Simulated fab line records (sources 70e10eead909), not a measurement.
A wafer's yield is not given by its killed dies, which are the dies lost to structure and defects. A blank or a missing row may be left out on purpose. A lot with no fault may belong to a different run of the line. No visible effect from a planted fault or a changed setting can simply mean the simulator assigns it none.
Comparing a struck lot with a sound one | flow nandHarc | 15 out of 1302 route steps
Sound: these wafers, L220.2, L220.4, L220.5. The struck wafers were L214.3, L214.4, L214.5. At the end, the cause is stated.
Per side, at each step with rows, come the tool, then ch with its chambers, and then its first start. Under that, the readings that differ: sound wafers | struck wafers | difference of the means | sigmas: that difference in standard deviations of wafers without a fault.
alike: readings whose means differ by less than 2 such deviations, and words and numbers that are the same on both sides. not compared: withheld readings, readings that some wafer has no value for, bounds like >300 that may hide the same value, and numbers for which the record gives no deviation and whose values overlap.
The two part at a step that has a row with sigmas, a row that says differs or no value, or rows on one side only. Non-overlapping numbers with no deviation appear without sigmas and do not part them. A reading that every wafer of one side lacks parts them only if that side has two wafers or more.

first, 2 steps without rows for these wafers: NHARC_P_GATE_PEB_09 (peb time 85 s); NHARC_P_GATE_DEVELOP_10 (time 70 s).
NHARC_P_GATE_CD_MEAS_11: target cd 1640 nm.
  sound on cdSem-01 ch 0, day 11 02:52; struck on cdSem-01 ch 0, day 8 13:50
  alike: cdNm
then, 1 step without rows for these wafers: NHARC_P_GATE_HARDBAKE_12 (time 80 s).
NHARC_P_GATE_DESCUM_13: chemistry O2, time 3 s.
  sound on rieDiel-05 ch 0,1, day 11 03:01; struck on rieDiel-09 ch 0,1,3, day 8 13:59
  alike: drypumpMotorCurrentA, o2FlowSccm, oesProductAu, rfVppV, showerheadPlenumPTorr, throttleValvePct
  not compared: rfHoursCounterH
then, 6 steps without rows for these wafers: NHARC_P_GATE_ETCH_14 (etches SiO2 in dHF, target depth 48.8 nm); NHARC_P_GATE_STRIP_15 (strips in SPM, time 780 s); NHARC_P_GATE_PRECLEAN_71 (cleans in SC1); NHARC_P_GATE_SRD_72; NHARC_P_GATE_OXIDE_16 (material SiO2, target thk 3 nm, ox time 392 s); NHARC_P_GATE_CVD_17 (deposits poly-Si, target thk 150 nm, time 900 s).
NHARC_P_GATE_HM_DEP_102: deposits aC, target thk 120 nm.
  sound on aclDep-01 ch 0, day 11 15:29; struck on aclDep-02 ch 0, day 9 10:41
  alike: throttleValvePct
NHARC_P_GATE_DEP_103: deposits SiON, target thk 30 nm.
  sound on pecvd-04 ch 0,1, day 11 16:03; struck on pecvd-02 ch 0,1,2, day 9 11:31
  alike: heaterPowerW
then, 1 step without rows for these wafers: NHARC_P_GATE_DEHYDRATE_18 (time 120 s).
-- the record jumps here: 19 days lie between the struck wafers' starts before and after (it left off in module P_GATE and takes up again in module END, whose first step shown is number 1302 of the route) --
NHARC_END_SORT_01:
  sound on prober-02 ch 0, day 31 02:25; struck on prober-02 ch 0, day 28 20:17
reading    | sound    | struck   | difference | sigmas
killedDies | 90 95 89 | 50 49 41 | -45        | -2
  alike: killedAtArray, killedAtOther, killedAtPeriphery, killedOpen, killedShort

== WHERE THEY PART ==
NHARC_END_SORT_01 only, going by this record.

WHY: whatever the simulator had introduced
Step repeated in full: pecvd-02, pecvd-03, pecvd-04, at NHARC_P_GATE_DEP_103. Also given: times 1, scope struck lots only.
